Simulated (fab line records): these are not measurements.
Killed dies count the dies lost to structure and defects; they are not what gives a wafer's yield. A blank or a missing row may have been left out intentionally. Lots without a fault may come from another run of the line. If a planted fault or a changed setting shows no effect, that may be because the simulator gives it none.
Split-lot trial	flow n5Finfet	21 wafers read from 7 lots, route of 1938 steps

SPLIT DETAILS
At N5_ZERO_LAYER_COAT_05 (resist thk 1000 nm), the setting spinRpm was moved away from the recipe's 1500 rpm on 6 of the 21 wafers read, by -9.7% to +8.2%. This setting was run at the recipe's value on the other wafers.

Reading taken at the split's own step.

THE READING
coat_of_ZERO_LAYER_COAT_05.thkNm (the simulator's own value, which no gauge read), in nm, at N5_ZERO_LAYER_COAT_05 (resist thk 1000 nm). The file does not state a usual value for it. Average 1000.2 nm, standard deviation 2.5 nm, over the 15 wafers here run with the recipe.

wafer	tool, chamber at the split	spinRpm as run, rpm	against the recipe	coat_of_ZERO_LAYER_COAT_05.thkNm, nm	against lot-mates on the recipe
L074.1	lithoTrack-02, 0	1354	-9.7%	1052	+47.5
L074.5	lithoTrack-02, 0	1500	recipe	1003	-
L074.6	lithoTrack-02, 0	1500	recipe	1006	-
L075.3	lithoTrack-02, 0	1500	recipe	997.7	-
L075.4	lithoTrack-02, 0	1500	recipe	996.7	-
L075.5	lithoTrack-02, 0	1355	-9.7%	1052	+54.8
L080.1	lithoTrack-03, 0	1500	recipe	1001	-
L080.2	lithoTrack-03, 0	1500	recipe	1000	-
L080.3	lithoTrack-03, 0	1500	recipe	1002	-
L084.2	lithoTrack-02, 0	1500	recipe	999	-
L084.3	lithoTrack-02, 0	1500	recipe	999.4	-
L084.5	lithoTrack-02, 0	1500	recipe	1000	-
L089.2	lithoTrack-02, 0	1365	-9.0%	1048	+48.9
L089.5	lithoTrack-02, 0	1500	recipe	999.5	-
L089.6	lithoTrack-02, 0	1500	recipe	998.8	-
L091.4	lithoTrack-03, 0	1500	recipe	1004	-
L091.5	lithoTrack-03, 0	1452	-3.2%	1020	+16.0
L091.6	lithoTrack-03, 0	1452	-3.2%	1020	+16.0
L095.3	lithoTrack-03, 0	1500	recipe	999.9	-
L095.4	lithoTrack-03, 0	1500	recipe	996.7	-
L095.5	lithoTrack-03, 0	1623	+8.2%	961.4	-36.9

FIT RESULTS
A straight line over all 21 wafers: coat_of_ZERO_LAYER_COAT_05.thkNm changes by -5.22 nm for each +1% of spinRpm; r = -0.99; the points scatter about the line by 2.6 nm.
The same after taking each lot's own level away (the mean of its wafers on the recipe; 21 wafers): -5.11 nm for each +1%; r = -1.00; scatter 2 nm.
That fit puts the effect of the largest move of spinRpm on the reading at 50 nm.
Measured against the standard deviation above, the lots' own levels, which go from 997.20 to 1004.50 nm, span 2.9 times it.
Hence the lot-to-lot level has little effect on the slope; both slopes agree.
Check: +51.2 nm against its lot-mates is what the line predicts for one of the wafers moved furthest among these (-9.7%) when that wafer is left out of the fit. Against them it came out at +47.5 nm.

OTHER SPLITS APPLIED TO THESE WAFERS
These wafers also went through other splits before the reading. Each is held against what the fit with the lots' levels taken away leaves over:
other split on the same wafers	wafers away from the commonest value	r with coat_of_ZERO_LAYER_COAT_05.thkNm (lot level and that fit taken away)
N5_ZERO_LAYER_PECVD_02 timeS	8	+0.35

THE WHOLE CHAIN: every reading that the file lists as answering this split, in the file's order
step	what it does	reading	change (the file's fit)	r (the file's)
N5_ZERO_LAYER_COAT_05	resist thk 1000 nm	coat_of_ZERO_LAYER_COAT_05.thkNm (the simulator's own value, which no gauge read)	-5.15 nm for each +1% of the setting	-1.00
N5_ZERO_LAYER_STRIP_24	strips in O2	stripTimeToEndpointS	withheld for each +1% of the setting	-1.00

FILE'S OWN FIT
coat_of_ZERO_LAYER_COAT_05.thkNm changes by -5.15 nm for each +1% of spinRpm, r = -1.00.
